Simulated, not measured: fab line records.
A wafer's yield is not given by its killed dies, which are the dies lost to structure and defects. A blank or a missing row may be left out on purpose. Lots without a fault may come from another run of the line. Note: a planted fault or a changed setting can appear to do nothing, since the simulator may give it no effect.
fab line records + flow n5-finfet
record:
- lots: 7
- wafers: 21
route steps=1938 shown BEOL_M14@1744 BEOL_M15@1773 TV_OPEN@1888 PASSIVATION@1929
start-h: start of the lot's first displayed wafer, in hours after the record's first day + wait-h: hours since the lot's step before + " the same as in the row above + L1.1+2: one row covering several wafers at once + - no value, or no start was given + * or withheld: withheld + < > ~ a bound
route shown NAME@n: names a module that has steps shown in the file, with the first one's number in the route + usual: mean and standard deviation over wafers with no fault + same: alike in all rows + chamber/n: place in a boat + sites: per-site readings + _std_site: the standard deviation of these + _edge_site: inner sites' mean taken away from outer sites' mean + radius-mm: for every site, how far away it sits from the centre of the wafer + mask NAME#n: copy n + behind: the last tool/chamber to shape the wafer + hold: the reason the lot was held/the length of the hold in hours/how it ended + device: which transistor (n, p or np) failed to switch + end of line: at the end of the route, the tests of the same wafers + a step given without rows: its recipe and nothing more + killed: not the wafer's yield, but the dies lost to structure and defects at the first sort + map: a wafer's dies, x killed, . not, _ none there
set.NAME: the run value of the setting; set.NAME@STEP: its run value at that earlier step + model.NAME: the simulator's own value behind a step, which no gauge read
one table per step and one row per wafer, for lots whose settings were changed on purpose
== steps ==
step: N5_BEOL_M14_DEVELOP_27
recipe:
- develop-time-s: 45
- rinse-liquid: diw
- dry: air-spin
- dev-temp-c: 21
| lot.wafer  | tool           | chamber | start-h | wait-h | set.develop-time-s |
|------------|----------------|---------|---------|--------|--------------------|
| L074.1     | litho-track-01 | 0       | -       | -      | 45                 |
| L074.2+6   | "              | 0       | "       | "      | 54.2               |
| L076.1+3   | litho-track-03 | 0       | -       | -      | 45                 |
| L076.2     | "              | 0       | "       | "      | 49.77              |
| L082.1+4+6 | litho-track-01 | 0       | -       | -      | 45                 |
| L087.4+5   | litho-track-02 | 0       | -       | -      | 45                 |
| L087.6     | "              | 0       | "       | "      | 40.92              |
| L089.1     | litho-track-03 | 0       | -       | -      | 45                 |
| L089.2+4   | "              | 0       | "       | "      | 35.58              |
| L094.1+3+5 | litho-track-01 | 0       | -       | -      | 45                 |
| L095.2     | litho-track-02 | 0       | -       | -      | 45                 |
| L095.4+6   | "              | 0       | "       | "      | 35.67              |
step: N5_BEOL_M14_HARDBAKE_32
recipe:
- temp-c: 130
- time-s: 120
step: N5_BEOL_M14_CD_MEAS_28
recipe:
- target-cd-nm: 284.4
- landing-energy-ev: 500
- detector: se-inlens
usual:
- cd-nm: 284.0/1.4
| lot.wafer | tool      | chamber | start-h | wait-h | set.dose-mj@BEOL_M14_EXPOSE_25 | cd-nm |
|-----------|-----------|---------|---------|--------|--------------------------------|-------|
| L074.1    | cd-sem-02 | 0       | 262.63  | -      | 26.6                           | 283.7 |
| L074.2    | "         | 0       | "       | "      | 26.6                           | 287.0 |
| L074.6    | "         | 0       | "       | "      | 27.57                          | 290.8 |
| L076.1    | cd-sem-01 | 0       | 268.78  | -      | 26.6                           | 284.3 |
| L076.2    | "         | 0       | "       | "      | 26.6                           | 283.7 |
| L076.3    | "         | 0       | "       | "      | 26.6                           | 283.2 |
| L082.1    | cd-sem-03 | 0       | 309.71  | -      | 26.6                           | 287.0 |
| L082.4    | "         | 0       | "       | "      | 26.6                           | 285.3 |
| L082.6    | "         | 0       | "       | "      | 26.6                           | 284.2 |
| L087.4    | cd-sem-02 | 0       | 335.70  | -      | 26.6                           | 280.2 |
| L087.5    | "         | 0       | "       | "      | 26.6                           | 281.3 |
| L087.6    | "         | 0       | "       | "      | 26.6                           | 281.1 |
| L089.1    | cd-sem-03 | 0       | 344.52  | -      | 28.03                          | 294.1 |
| L089.2    | "         | 0       | "       | "      | 28.03                          | 292.1 |
| L089.4    | "         | 0       | "       | "      | 26.6                           | 284.1 |
| L094.1    | cd-sem-02 | 0       | 380.52  | -      | 26.6                           | 285.2 |
| L094.3    | "         | 0       | "       | "      | 26.6                           | 284.2 |
| L094.5    | "         | 0       | "       | "      | 26.6                           | 285.2 |
| L095.2    | cd-sem-03 | 0       | 392.65  | -      | 26.6                           | 283.2 |
| L095.4    | "         | 0       | "       | "      | 26.6                           | 282.7 |
| L095.6    | "         | 0       | "       | "      | 26.6                           | 283.1 |
step: N5_BEOL_M14_DESCUM_33
recipe:
- chemistry: O2
- time-s: 7.9
- source-power-w: 50
- bias-power-w: 20
- pressure-mtorr: 20
- rf-frequency-hz: 2.712e+07
- temp-c: 40
- o2-flow-sccm: 225
| lot.wafer | tool        | chamber | start-h | wait-h | set.dose-mj@BEOL_M14_EXPOSE_25 | model.BEOL_M14.cd-nm |
|-----------|-------------|---------|---------|--------|--------------------------------|----------------------|
| L074.1    | rie-diel-02 | 3       | 263.48  | 0.8    | 26.6                           | 284                  |
| L074.2    | "           | 2       | "       | "      | 26.6                           | 287.4                |
| L074.6    | "           | 2       | "       | "      | 27.57                          | 290.6                |
| L076.1    | rie-diel-05 | 3       | 268.89  | 0.0    | 26.6                           | 284                  |
| L076.2    | "           | 2       | "       | "      | 26.6                           | 283.6                |
| L076.3    | "           | 1       | "       | "      | 26.6                           | 283.2                |
| L082.1    | rie-diel-02 | 2       | 309.80  | 0.0    | 26.6                           | 287.2                |
| L082.4    | "           | 3       | "       | "      | 26.6                           | 285.4                |
| L082.6    | "           | 0       | "       | "      | 26.6                           | 284.2                |
| L087.4    | rie-diel-05 | 2       | 336.00  | 0.3    | 26.6                           | 280.2                |
| L087.5    | "           | 2       | "       | "      | 26.6                           | 281.6                |
| L087.6    | "           | 3       | "       | "      | 26.6                           | 280.6                |
| L089.1    | rie-diel-05 | 3       | 344.61  | 0.0    | 28.03                          | 294                  |
| L089.2    | "           | 1       | "       | "      | 28.03                          | 291.8                |
| L089.4    | "           | 0       | "       | "      | 26.6                           | 284                  |
| L094.1    | rie-diel-01 | 1       | 380.61  | 0.0    | 26.6                           | 285                  |
| L094.3    | "           | 3       | "       | "      | 26.6                           | 284.4                |
| L094.5    | "           | 1       | "       | "      | 26.6                           | 285.6                |
| L095.2+6  | rie-diel-05 | 1,3     | 392.83  | 0.1    | 26.6                           | 283                  |
| L095.4    | "           | 0       | "       | "      | 26.6                           | 282.6                |
step: N5_BEOL_M14_DEP_53
recipe:
- material: SiCN
- target-thk-a: 500
- temp-c: withheld
- precursor: 3MS/NH3
- pressure-torr: 3
- rf-w: 675
- time-s: 17.8
| lot.wafer | tool     | chamber | start-h | wait-h | set.time-s | model.SiCN_of_BEOL_M14_DEP_53.thk-nm |
|-----------|----------|---------|---------|--------|------------|--------------------------------------|
| L074.1    | pecvd-04 | 1       | 269.73  | 0.0    | 18.52      | 51.6                                 |
| L074.2    | "        | 0       | "       | "      | 18.52      | 50.4                                 |
| L074.6    | "        | 2       | "       | "      | 17.8       | 50                                   |
| L076.1    | pecvd-02 | 0       | 276.52  | 0.0    | 17.8       | 49.6                                 |
| L076.2    | "        | 1       | "       | "      | 18.85      | 53                                   |
| L076.3    | "        | 2       | "       | "      | 17.8       | 49.2                                 |
| L082.1    | pecvd-02 | 2       | 314.04  | 0.0    | 17.8       | 49.4                                 |
| L082.4    | "        | 2       | "       | "      | 17.8       | 50.4                                 |
| L082.6    | "        | 1       | "       | "      | 17.8       | 50.6                                 |
| L087.4    | pecvd-04 | 1       | 341.45  | 0.0    | 17.8       | 50.4                                 |
| L087.5    | "        | 2       | "       | "      | 16.93      | 47.4                                 |
| L087.6    | "        | 0       | "       | "      | 17.8       | 49.8                                 |
| L089.1+2  | pecvd-04 | 1,0     | 348.23  | 0.0    | 17.8       | 49.2                                 |
| L089.4    | "        | 2       | "       | "      | 17.8       | 49.8                                 |
| L094.1    | pecvd-01 | 1       | 383.47  | 0.0    | 20.12      | 56.4                                 |
| L094.3    | "        | 0       | "       | "      | 20.12      | 56                                   |
| L094.5    | "        | 0       | "       | "      | 17.8       | 51.2                                 |
| L095.2    | pecvd-02 | 0       | 397.27  | 0.0    | 17.8       | 50                                   |
| L095.4    | "        | 2       | "       | "      | 17.8       | 49.8                                 |
| L095.6    | "        | 0       | "       | "      | 20.26      | 57                                   |
step: N5_BEOL_M15_ILD_DEP_00
recipe:
- material: SiO2
- target-thk-a: 16293
- temp-c: 400
- precursor: TEOS/O2
- pressure-torr: 6.5
- rf-w: 900
- teos-flow-sccm: 161.4
- gas: O2
- flow-sccm: 2650
- time-s: 346.1
| lot.wafer | tool     | chamber | start-h | wait-h | set.time-s | model.SiO2_of_BEOL_M15_ILD_DEP_00.thk-nm |
|-----------|----------|---------|---------|--------|------------|------------------------------------------|
| L074.1    | pecvd-01 | 2       | 269.86  | 0.0    | 346.1      | 1623                                     |
| L074.2    | "        | 1       | "       | "      | 294.5      | 1400                                     |
| L074.6    | "        | 2       | "       | "      | 294.5      | 1402                                     |
| L076.1    | pecvd-03 | 2       | 276.65  | 0.0    | 385.4      | 1812                                     |
| L076.2    | "        | 0       | "       | "      | 346.1      | 1620                                     |
| L076.3    | "        | 1       | "       | "      | 346.1      | 1622                                     |
| L082.1    | pecvd-04 | 0       | 314.17  | 0.0    | 346.1      | 1595                                     |
| L082.4    | "        | 2       | "       | "      | 346.1      | 1619                                     |
| L082.6    | "        | 0       | "       | "      | 346.1      | 1631                                     |
| L087.4    | pecvd-01 | 0       | 341.67  | 0.1    | 365.9      | 1718                                     |
| L087.5    | "        | 2       | "       | "      | 346.1      | 1617                                     |
| L087.6    | "        | 1       | "       | "      | 346.1      | 1636                                     |
| L089.1    | pecvd-01 | 0       | 348.36  | 0.0    | 346.1      | 1629                                     |
| L089.2    | "        | 2       | "       | "      | 346.1      | 1658                                     |
| L089.4    | "        | 0       | "       | "      | 346.1      | 1651                                     |
| L094.1    | pecvd-03 | 0       | 383.60  | 0.0    | 388.7      | 1822                                     |
| L094.3    | "        | 2       | "       | "      | 346.1      | 1613                                     |
| L094.5    | "        | 2       | "       | "      | 346.1      | 1665                                     |
| L095.2    | pecvd-04 | 0       | 397.42  | 0.0    | 346.1      | 1597                                     |
| L095.4    | "        | 0       | "       | "      | 346.1      | 1642                                     |
| L095.6    | "        | 2       | "       | "      | 346.1      | 1624                                     |
step: N5_BEOL_M15_THK_MEAS_01
recipe:
- reads: SiO2_of_BEOL_M15_ILD_DEP_00
usual:
- M15_ILD_THK: 1630/21
| lot.wafer | tool          | chamber | start-h | wait-h | set.time-s@BEOL_M15_ILD_DEP_00 | M15_ILD_THK[nm] |
|-----------|---------------|---------|---------|--------|--------------------------------|-----------------|
| L074.1    | film-metro-01 | -       | 270.12  | 0.2    | 346.1                          | 1624            |
| L074.2    | "             | -       | "       | "      | 294.5                          | 1401            |
| L074.6    | "             | -       | "       | "      | 294.5                          | 1404            |
| L076.1    | film-metro-02 | -       | 276.90  | 0.1    | 385.4                          | 1812            |
| L076.2    | "             | -       | "       | "      | 346.1                          | 1621            |
| L076.3    | "             | -       | "       | "      | 346.1                          | 1623            |
| L082.1    | film-metro-01 | -       | 314.42  | 0.1    | 346.1                          | 1596            |
| L082.4    | "             | -       | "       | "      | 346.1                          | 1618            |
| L082.6    | "             | -       | "       | "      | 346.1                          | 1633            |
| L087.4    | film-metro-02 | -       | 341.81  | 0.0    | 365.9                          | 1720            |
| L087.5    | "             | -       | "       | "      | 346.1                          | 1618            |
| L087.6    | "             | -       | "       | "      | 346.1                          | 1636            |
| L089.1    | film-metro-01 | -       | 348.62  | 0.1    | 346.1                          | 1629            |
| L089.2    | "             | -       | "       | "      | 346.1                          | 1659            |
| L089.4    | "             | -       | "       | "      | 346.1                          | 1651            |
| L094.1    | film-metro-02 | -       | 383.85  | 0.1    | 388.7                          | 1822            |
| L094.3    | "             | -       | "       | "      | 346.1                          | 1613            |
| L094.5    | "             | -       | "       | "      | 346.1                          | 1665            |
| L095.2    | film-metro-01 | -       | 397.67  | 0.1    | 346.1                          | 1597            |
| L095.4    | "             | -       | "       | "      | 346.1                          | 1641            |
| L095.6    | "             | -       | "       | "      | 346.1                          | 1625            |
step: N5_BEOL_M15_COAT_58
recipe:
- resist: BARC
- temp-c: 205
- time-s: 60
- spin-rpm: 1500
- resist-thk-nm: 89
step: N5_BEOL_M15_COAT_04
recipe:
- spin-rpm: 1704
- resist-thk-nm: 800
step: N5_BEOL_M15_DESCUM_15
recipe:
- chemistry: O2
- time-s: 7.9
- source-power-w: 50
- bias-power-w: 20
- pressure-mtorr: 20
- rf-frequency-hz: 2.712e+07
- temp-c: 40
- o2-flow-sccm: 225
step: N5_BEOL_M15_ETCH_59
recipe:
- chemistry: N2/H2
- target: BARC
- target-depth-a: 890
- overetch-a: 267
- time-s: 67.9
- ion-energy-ev: 200
- pressure-mtorr: 30
- source-w: 840
- bias-w: 150
- n2-flow-sccm: 200
- h2-flow-sccm: 200
step: N5_BEOL_M15_VIA_ETCH_16
recipe:
- chemistry: C4F8/O2/Ar
- target: SiO2
- he-inner-torr: 15
- he-outer-torr: 30
- target-depth-a: 17922
- time-s: withheld
- ion-energy-ev: 800
- pressure-mtorr: 20
- source-w: 1905
- bias-w: 2040
- Ar_flow_sccm: 400
- C4F8_flow_sccm: 16
- O2_flow_sccm: 12
- ends: cleared
| lot.wafer | tool        | chamber | start-h | wait-h | set.time-s@BEOL_M15_ILD_DEP_00 | model.etch.depth-nm | model.coat_of_BEOL_M15_COAT_04.thk-nm |
|-----------|-------------|---------|---------|--------|--------------------------------|---------------------|---------------------------------------|
| L074.1    | rie-diel-04 | 1       | 270.73  | 0.0    | *                              | 1623                | 332.4                                 |
| L074.2    | "           | 3       | "       | "      | *                              | 1400                | 387.6                                 |
| L074.6    | "           | 2       | "       | "      | *                              | 1402                | 383.2                                 |
| L076.1    | rie-diel-06 | 1       | 277.38  | 0.0    | *                              | 1812                | 285.2                                 |
| L076.2    | "           | 0       | "       | "      | *                              | 1620                | 335.8                                 |
| L076.3    | "           | 2       | "       | "      | *                              | 1622                | 333.4                                 |
| L082.1    | rie-diel-04 | 0       | 314.90  | 0.0    | *                              | 1595                | 344.2                                 |
| L082.4    | "           | 2       | "       | "      | *                              | 1619                | 330.8                                 |
| L082.6    | "           | 0       | "       | "      | *                              | 1631                | 333.2                                 |
| L087.4    | rie-diel-06 | 2       | 342.55  | 0.1    | *                              | 1718                | 313                                   |
| L087.5    | "           | 0       | "       | "      | *                              | 1617                | 338.2                                 |
| L087.6    | "           | 1       | "       | "      | *                              | 1636                | 334.2                                 |
| L089.1    | rie-diel-03 | 3       | 349.10  | 0.0    | *                              | 1629                | 333.6                                 |
| L089.2    | "           | 0       | "       | "      | *                              | 1658                | 325.6                                 |
| L089.4    | "           | 2       | "       | "      | *                              | 1651                | 330.8                                 |
| L094.1    | rie-diel-04 | 0       | 384.46  | 0.0    | *                              | 1822                | 288                                   |
| L094.3    | "           | 3       | "       | "      | *                              | 1613                | 335.6                                 |
| L094.5    | "           | 3       | "       | "      | *                              | 1665                | 325.6                                 |
| L095.2    | rie-diel-06 | 3       | 398.60  | 0.0    | *                              | 1597                | 343                                   |
| L095.4    | "           | 0       | "       | "      | *                              | 1642                | 330.8                                 |
| L095.6    | "           | 0       | "       | "      | *                              | 1624                | 335.2                                 |
step: N5_BEOL_M15_TRENCH_ETCH_34
recipe:
- chemistry: C4F8/O2/Ar
- target: SiO2
- target-depth-a: 8729.3
- he-inner-torr: 15
- he-outer-torr: 30
- time-s: 199
- ion-energy-ev: 800
- pressure-mtorr: 20
- source-w: 1905
- bias-w: 2040
- Ar_flow_sccm: 400
- C4F8_flow_sccm: 16
- O2_flow_sccm: 12
| lot.wafer | tool        | chamber | start-h | wait-h | set.time-s | model.etch.depth-nm | model.coat_of_BEOL_M15_COAT_22.thk-nm |
|-----------|-------------|---------|---------|--------|------------|---------------------|---------------------------------------|
| L074.1    | rie-diel-03 | 1       | 272.32  | 0.0    | 199        | 857.1               | 549.6                                 |
| L074.2    | "           | 0       | "       | "      | 159        | 713.7               | 574.6                                 |
| L074.6    | "           | 0       | "       | "      | 199        | 879.1               | 543.2                                 |
| L076.1    | rie-diel-03 | 2       | 279.02  | 0.0    | 199        | 881.5               | 541.8                                 |
| L076.2    | "           | 0       | "       | "      | 199        | 889.4               | 533.6                                 |
| L076.3    | "           | 1       | "       | "      | 199        | 860.7               | 544                                   |
| L082.1    | rie-diel-06 | 1       | 316.67  | 0.0    | 199        | 875.4               | 545                                   |
| L082.4    | "           | 3       | "       | "      | 199        | 866.3               | 550.8                                 |
| L082.6    | "           | 2       | "       | "      | 199        | 849.8               | 552.4                                 |
| L087.4    | rie-diel-06 | 2       | 344.31  | 0.1    | 213.7      | 917.8               | 538                                   |
| L087.5    | "           | 1       | "       | "      | 213.7      | 939.9               | 530.6                                 |
| L087.6    | "           | 0       | "       | "      | 199        | 889.4               | 539.4                                 |
| L089.1    | rie-diel-06 | 2       | 350.56  | 0.0    | 199        | 859.1               | 546.6                                 |
| L089.2    | "           | 1       | "       | "      | 199        | 883.7               | 539.4                                 |
| L089.4    | "           | 1       | "       | "      | 199        | 878.7               | 540.8                                 |
| L094.1    | rie-diel-06 | 3       | 386.45  | 0.0    | 199        | 888.4               | 544.2                                 |
| L094.3    | "           | 2       | "       | "      | 199        | 839.4               | 555.4                                 |
| L094.5    | "           | 2       | "       | "      | 158.6      | 671.2               | 587.8                                 |
| L095.2    | rie-diel-06 | 1       | 400.13  | 0.0    | 161.4      | 705.7               | 577.6                                 |
| L095.4    | "           | 0       | "       | "      | 199        | 877.5               | 545.6                                 |
| L095.6    | "           | 1       | "       | "      | 161.4      | 697.6               | 579.6                                 |
step: N5_BEOL_M15_SPUTTER_45
recipe:
- material: Cu
- target-thk-a: 1000
- temp-c: -20
- bias-v: 60
- power-w: 26000
- chamber-pressure-pa: 0.13
- time-s: 16.67
| lot.wafer  | tool           | chamber | start-h | wait-h | set.time-s |
|------------|----------------|---------|---------|--------|------------|
| L074.1     | pvd-sputter-03 | -       | 274.61  | 0.0    | 14.29      |
| L074.2+6   | "              | -       | "       | "      | 16.67      |
| L076.1+2   | pvd-sputter-01 | -       | 282.91  | 0.0    | 19.1       |
| L076.3     | "              | -       | "       | "      | 16.67      |
| L082.1+4+6 | pvd-sputter-03 | -       | 318.18  | 0.0    | 16.67      |
| L087.4+5+6 | pvd-sputter-02 | -       | 347.65  | 0.0    | 16.67      |
| L089.1+2+4 | pvd-sputter-01 | -       | 352.47  | 0.0    | 16.67      |
| L094.1+3+5 | pvd-sputter-03 | -       | 388.96  | 0.0    | 16.67      |
| L095.2+4+6 | pvd-sputter-03 | -       | 404.35  | 0.0    | 16.67      |
step: N5_BEOL_M15_ECD_47
recipe:
- material: Cu
- target-thk-a: 18600
step: N5_BEOL_M15_ANNEAL_48
recipe:
- temp-c: 225
- time-s: 90
- ambient: N2
step: N5_BEOL_M15_CMP_49
recipe:
- stop-on: SiO2
- t-overpolish-s: 4.9
- down-force-psi: 2
- platen-rpm: 80
- clearing-platen-down-force-psi: 2
- clearing-platen-rpm: 80
- post-cmp-clean: cu-alkaline
- target-thk-nm: 850
- clearing-platen-pad-velocity-m-s: 1.5917
- pad-velocity-m-s: 1.5917
| lot.wafer | tool   | chamber | start-h | wait-h | set.time-s@BEOL_M15_TRENCH_ETCH_34 | model.Cu_of_BEOL_M15_ECD_47.thk-nm |
|-----------|--------|---------|---------|--------|------------------------------------|------------------------------------|
| L074.2    | cmp-03 | 1       | 275.30  | 0.2    | 159                                | 690                                |
| L074.1    | "      | 3       | "       | "      | 199                                | -                                  |
| L074.6    | "      | 0       | "       | "      | 199                                | 855.2                              |
| L076.1+2  | cmp-04 | 0,1     | 283.60  | 0.3    | 199                                | -                                  |
| L076.3    | "      | 2       | "       | "      | 199                                | 836.6                              |
| L082.1    | cmp-03 | 1       | 319.04  | 0.3    | 199                                | 851.4                              |
| L082.4    | "      | 0       | "       | "      | 199                                | 841.8                              |
| L082.6    | "      | 1       | "       | "      | 199                                | 827                                |
| L087.4    | cmp-04 | 0       | 348.38  | 0.2    | 213.7                              | 894.2                              |
| L087.5    | "      | 2       | "       | "      | 213.7                              | 916.8                              |
| L087.6    | "      | 3       | "       | "      | 199                                | 865.6                              |
| L089.2    | cmp-04 | 0       | 353.17  | 0.3    | 199                                | 860.4                              |
| L089.1    | "      | 1       | "       | "      | 199                                | 834.8                              |
| L089.4    | "      | 2       | "       | "      | 199                                | 853.8                              |
| L094.1    | cmp-02 | 3       | 389.70  | 0.3    | 199                                | 867                                |
| L094.3    | "      | 1       | "       | "      | 199                                | 816.6                              |
| L094.5    | "      | 3       | "       | "      | 158.6                              | 649                                |
| L095.2    | cmp-02 | 2       | 405.00  | 0.2    | 161.4                              | 682.8                              |
| L095.4    | "      | 3       | "       | "      | 199                                | 854.8                              |
| L095.6    | "      | 2       | "       | "      | 161.4                              | 674.6                              |
step: N5_BEOL_M15_PRE_CLEAN_52
recipe:
- gas: NH3
- time-s: 15
- temp-c: withheld
- rf-power-w: 300
step: N5_BEOL_M15_DEP_53
recipe:
- material: SiCN
- target-thk-a: 500
- temp-c: withheld
- precursor: 3MS/NH3
- pressure-torr: 3
- rf-w: 675
- time-s: 17.8
step: N5_BEOL_M15_RS_MEAS_54
recipe:
- thk-meas-gauge: four-point-probe
- reads: Cu_of_BEOL_M15_ECD_47+Ta_of_BEOL_M15_SPUTTER_44+TaN_of_BEOL_M15_SPUTTER_43
usual:
- M15_RS: 0.0216/0.00038
| lot.wafer | tool          | chamber | start-h | wait-h | set.time-s@BEOL_M15_TRENCH_ETCH_34 | M15_RS[ohm/sq] |
|-----------|---------------|---------|---------|--------|------------------------------------|----------------|
| L074.1    | film-metro-01 | -       | 275.72  | 0.1    | 199                                | 0.0220         |
| L074.2    | "             | -       | "       | "      | 159                                | 0.0266         |
| L074.6    | "             | -       | "       | "      | 199                                | 0.0214         |
| L076.1    | film-metro-01 | -       | 283.99  | 0.0    | 199                                | 0.0213         |
| L076.2    | "             | -       | "       | "      | 199                                | 0.0212         |
| L076.3    | "             | -       | "       | "      | 199                                | 0.0219         |
| L082.1    | film-metro-02 | -       | 319.46  | 0.0    | 199                                | 0.0216         |
| L082.4    | "             | -       | "       | "      | 199                                | 0.0218         |
| L082.6    | "             | -       | "       | "      | 199                                | 0.0222         |
| L087.4    | film-metro-01 | -       | 348.73  | 0.0    | 213.7                              | 0.0205         |
| L087.5    | "             | -       | "       | "      | 213.7                              | 0.0200         |
| L087.6    | "             | -       | "       | "      | 199                                | 0.0212         |
| L089.1    | film-metro-02 | -       | 353.56  | 0.0    | 199                                | 0.0220         |
| L089.2    | "             | -       | "       | "      | 199                                | 0.0213         |
| L089.4    | "             | -       | "       | "      | 199                                | 0.0215         |
| L094.1    | film-metro-01 | -       | 390.09  | 0.0    | 199                                | 0.0212         |
| L094.3    | "             | -       | "       | "      | 199                                | 0.0225         |
| L094.5    | "             | -       | "       | "      | 158.6                              | 0.0284         |
| L095.2    | film-metro-01 | -       | 405.43  | 0.1    | 161.4                              | 0.0270         |
| L095.4    | "             | -       | "       | "      | 199                                | 0.0215         |
| L095.6    | "             | -       | "       | "      | 161.4                              | 0.0273         |
step: N5_PASSIVATION_VIA_ETCH_13
recipe:
- chemistry: CHF3/O2
- target: SiO2
- target-depth-a: 6600
- CHF3_flow_sccm: 50
- O2_flow_sccm: 5
- Ar_flow_sccm: 200
- time-s: 330
- mask-material: PR
- pressure-mtorr: 30
- source-w: 650
- bias-w: 170
- ion-energy-ev: 200
- ends: cleared
usual:
- rf-vpp-V: 525/4.7
| lot.wafer | tool        | chamber | start-h | wait-h | set.bias-w | rf-vpp-V |
|-----------|-------------|---------|---------|--------|------------|----------|
| L074.1    | rie-diel-06 | 0       | 285.24  | 0.0    | 170        | 532      |
| L074.2    | "           | 1       | "       | "      | 170        | 529      |
| L074.6    | "           | 1       | "       | "      | 170        | 530      |
| L076.1    | rie-diel-04 | 2       | 291.37  | 0.0    | 170        | 525      |
| L076.2    | "           | 1       | "       | "      | 170        | 522      |
| L076.3    | "           | 0       | "       | "      | 154        | 475      |
| L082.1    | rie-diel-04 | 0       | 330.90  | 0.0    | 170        | 513      |
| L082.4    | "           | 3       | "       | "      | 170        | 523      |
| L082.6    | "           | 2       | "       | "      | 170        | 525      |
| L087.4    | rie-diel-06 | 2       | 357.70  | 0.1    | 143.9      | 457      |
| L087.5    | "           | 0       | "       | "      | 170        | 532      |
| L087.6    | "           | 1       | "       | "      | 170        | 530      |
| L089.1    | rie-diel-04 | 1       | 362.99  | 0.0    | 170        | 521      |
| L089.2    | "           | 0       | "       | "      | 170        | 516      |
| L089.4    | "           | 2       | "       | "      | 170        | 525      |
| L094.1    | rie-diel-06 | 2       | 398.18  | 0.0    | 180.6      | 547      |
| L094.3    | "           | 1       | "       | "      | 180.6      | 554      |
| L094.5    | "           | 2       | "       | "      | 170        | 522      |
| L095.2    | rie-diel-03 | 3       | 413.96  | 0.0    | 170        | 526      |
| L095.4    | "           | 3       | "       | "      | 170        | 526      |
| L095.6    | "           | 1       | "       | "      | 170        | 527      |
step: N5_PASSIVATION_PASS_ETCH_47
recipe:
- chemistry: CF4/O2
- target: SiNx
- target-depth-a: 7700
- time-s: 385
- ion-energy-ev: 100
- pressure-mtorr: 40
- source-w: 535
- bias-w: 49
- Ar_flow_sccm: 100
- cf4-flow-sccm: 100
- O2_flow_sccm: 10
| lot.wafer | tool        | chamber | start-h | wait-h | set.time-s | model.etch.depth-nm |
|-----------|-------------|---------|---------|--------|------------|---------------------|
| L074.1    | rie-diel-05 | 0       | 289.62  | 0.0    | 352.7      | 709.8               |
| L074.2    | "           | 1       | "       | "      | 385        | 767.8               |
| L074.6    | "           | 3       | "       | "      | 352.7      | 703.7               |
| L076.1    | rie-diel-02 | 2       | 295.58  | 0.0    | 385        | 786.3               |
| L076.2    | "           | 0       | "       | "      | 432.3      | 882.7               |
| L076.3    | "           | 3       | "       | "      | 432.3      | 867                 |
| L082.1    | rie-diel-02 | 0       | 335.55  | 0.0    | 385        | 785.6               |
| L082.4    | "           | 2       | "       | "      | 385        | 790                 |
| L082.6    | "           | 0       | "       | "      | 385        | 792.6               |
| L087.4    | rie-diel-01 | 3       | 361.56  | 0.0    | 385        | 760.3               |
| L087.5    | "           | 0       | "       | "      | 419.5      | 856.4               |
| L087.6    | "           | 3       | "       | "      | 385        | 763.7               |
| L089.1    | rie-diel-01 | 1       | 366.27  | 0.0    | 385        | 770                 |
| L089.2    | "           | 2       | "       | "      | 306.6      | 603.8               |
| L089.4    | "           | 0       | "       | "      | 306.6      | 617.2               |
| L094.1    | rie-diel-02 | 2       | 401.63  | 0.0    | 330.1      | 667.2               |
| L094.3    | "           | 1       | "       | "      | 385        | 761.4               |
| L094.5    | "           | 3       | "       | "      | 385        | 768.4               |
| L095.2    | rie-diel-05 | 0       | 417.54  | 0.0    | 385        | 777.2               |
| L095.4    | "           | 2       | "       | "      | 385        | 794.5               |
| L095.6    | "           | 0       | "       | "      | 385        | 776.1               |
== key ==
split:
- step: N5_BEOL_M14_DEVELOP_27
- setting: develop-time-s
- stated: 45
- by: wafer
response none clear
split:
- step: N5_BEOL_M14_DEP_53
- setting: time-s
- stated: 17.8
- by: wafer
response:
- step: N5_BEOL_M14_DEP_53
- reading: model.SiCN_of_BEOL_M14_DEP_53.thk-nm
- change: +0.463
- per: 1%
- r: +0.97
split:
- step: N5_BEOL_M15_ILD_DEP_00
- setting: time-s
- stated: 346.1
- by: wafer
response:
- step: N5_BEOL_M15_ILD_DEP_00
- reading: model.SiO2_of_BEOL_M15_ILD_DEP_00.thk-nm
- change: +15.4
- per: 1%
- r: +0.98
response:
- step: N5_BEOL_M15_THK_MEAS_01
- reading: M15_ILD_THK
- change: +15.4
- per: 1%
- r: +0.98
response:
- step: N5_BEOL_M15_VIA_ETCH_16
- reading: model.etch.depth-nm
- change: +15.4
- per: 1%
- r: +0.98
response:
- step: N5_BEOL_M15_VIA_ETCH_16
- reading: model.coat_of_BEOL_M15_COAT_04.thk-nm
- change: -3.75
- per: 1%
- r: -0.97
split:
- step: N5_BEOL_M15_TRENCH_ETCH_34
- setting: time-s
- stated: 199
- by: wafer
response:
- step: N5_BEOL_M15_TRENCH_ETCH_34
- reading: model.etch.depth-nm
- change: +8.66
- per: 1%
- r: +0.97
response:
- step: N5_BEOL_M15_TRENCH_ETCH_34
- reading: model.coat_of_BEOL_M15_COAT_22.thk-nm
- change: -1.63
- per: 1%
- r: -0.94
response:
- step: N5_BEOL_M15_CMP_49
- reading: model.Cu_of_BEOL_M15_ECD_47.thk-nm
- change: +8.9
- per: 1%
- r: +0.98
response:
- step: N5_BEOL_M15_RS_MEAS_54
- reading: M15_RS
- change: -0.000281
- per: 1%
- r: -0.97
split:
- step: N5_BEOL_M15_SPUTTER_45
- setting: time-s
- stated: 16.67
- by: wafer
response none clear
split:
- step: N5_PASSIVATION_VIA_ETCH_13
- setting: bias-w
- stated: 170
- by: wafer
response:
- step: N5_PASSIVATION_VIA_ETCH_13
- reading: rf-vpp-V
- change: +4.86
- per: 1%
- r: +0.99
split:
- step: N5_PASSIVATION_PASS_ETCH_47
- setting: time-s
- stated: 385
- by: wafer
response:
- step: N5_PASSIVATION_PASS_ETCH_47
- reading: model.etch.depth-nm
- change: +7.71
- per: 1%
- r: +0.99
split outside-this-file step=N5_BEOL_M14_EXPOSE_25 setting=dose-mj
split outside-this-file: this setting was split too, and the file shows its column; the key of that split is in another file
